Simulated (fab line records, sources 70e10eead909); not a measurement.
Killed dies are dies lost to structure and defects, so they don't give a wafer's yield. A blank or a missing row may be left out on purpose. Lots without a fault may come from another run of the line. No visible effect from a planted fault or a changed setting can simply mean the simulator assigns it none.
Comparing a struck lot with a sound one || flow nand-harc || 15 out of 1302 route steps
Sound: these wafers, L384.1, L384.2, L384.3. The struck wafers were L388.4, L388.5, L388.6. The cause comes at the end.
For every step that has rows: the tool of each side, followed by ch and its chambers, followed by its first start. Under that, the readings that differ: sound wafers || struck wafers || difference of the means || sigmas: that difference in standard deviations of wafers without a fault.
alike: a reading whose means differ by less than 2 such deviations, as well as words and numbers matching on both sides. not compared: withheld readings; readings where some wafer has no value; bounds like >300 that might hide an equal value; numbers whose values overlap and for which the record gives no deviation.
Wherever a step has rows on one side only, a row that says differs or no value, or a row with sigmas, the two part there. Non-overlapping numbers with no deviation appear without sigmas and do not part them. Lack of a reading on every wafer of one side parts them only where that side has two or more wafers.

first, 2 steps without rows for these wafers: NHARC_A_CONTACT_STRIP_104 (strips in CF4/CHF3); NHARC_A_CONTACT_STRIP_105 (strips in O2/COS).
NHARC_A_CONTACT_ETCH_106: etches the open film in CF4/O2, target depth 90 nm, overetch 9 nm, time 49.5 s.
  sound on rie-diel-06 ch 0,2,3, day 28 12:14; struck on rie-diel-05 ch 0,1, day 30 02:53
  alike: drypump-motor-current-A, oes-product-au, rf-vpp-V, showerhead-plenum-p-Torr, throttle-valve-pct
  not compared: rf-hours-counter-h
NHARC_A_CONTACT_STRIP_82: strips in O2.
  sound: rie-diel-06 ch 1,2,3; struck: rie-diel-05 ch 1,2,3
  alike: drypump-motor-current-A, oes-product-au, rf-vpp-V, showerhead-plenum-p-Torr, throttle-valve-pct
  not compared: rf-hours-counter-h
then, 1 step without rows for these wafers: NHARC_A_CONTACT_STRIP_83 (strips in post etch residue remover, time 600 s).
NHARC_A_CONTACT_DEP_84: deposits aC, target thk 2800 nm.
  sound on acl-dep-02 ch 0, day 28 12:53; struck on acl-dep-01 ch 0, day 30 04:49
  alike: throttle-valve-pct
NHARC_A_CONTACT_DEP_85: deposits SiON, target thk 60 nm.
  sound on pecvd-01 ch 0,1,2, day 28 14:37; struck on pecvd-01 ch 0,1,2, day 30 05:46
  alike: heater-power-w
then, 5 steps without rows for these wafers: NHARC_A_CONTACT_DEHYDRATE_00 (time 120 s); NHARC_A_CONTACT_HMDS_01 (time 30 s); NHARC_A_CONTACT_COAT_86 (time 75 s); NHARC_A_CONTACT_COAT_87 (time 65 s); NHARC_A_CONTACT_COAT_02 (resist thk 90 nm).
NHARC_A_CONTACT_SOFTBAKE_03: time 55 s.
  sound on litho-track-04 ch 0, day 28 14:00; struck on litho-track-01 ch 0, day 30 05:00
{"reading": "heater-power-total-W (W)", "sound": "188.40 188.38 188.33", "struck": "193.32 193.35 193.62", "difference": "+5.06", "sigmas": "+36"}
  alike: chill-plate-temp-C, plate-temp-C
then, 1 step without rows for these wafers: NHARC_A_CONTACT_EBR_04.
NHARC_END_SORT_01:
  the record has rows for the sound wafers here (prober-02 ch 0, day 30 22:21) and none for the struck ones

## WHERE THEY PART
Earliest at NHARC_A_CONTACT_SOFTBAKE_03; latest, in this record, at NHARC_END_SORT_01.

WHY: the cause the simulator had injected
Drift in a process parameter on litho-track-01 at NHARC_A_CONTACT_SOFTBAKE_03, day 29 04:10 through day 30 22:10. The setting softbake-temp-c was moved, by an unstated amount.
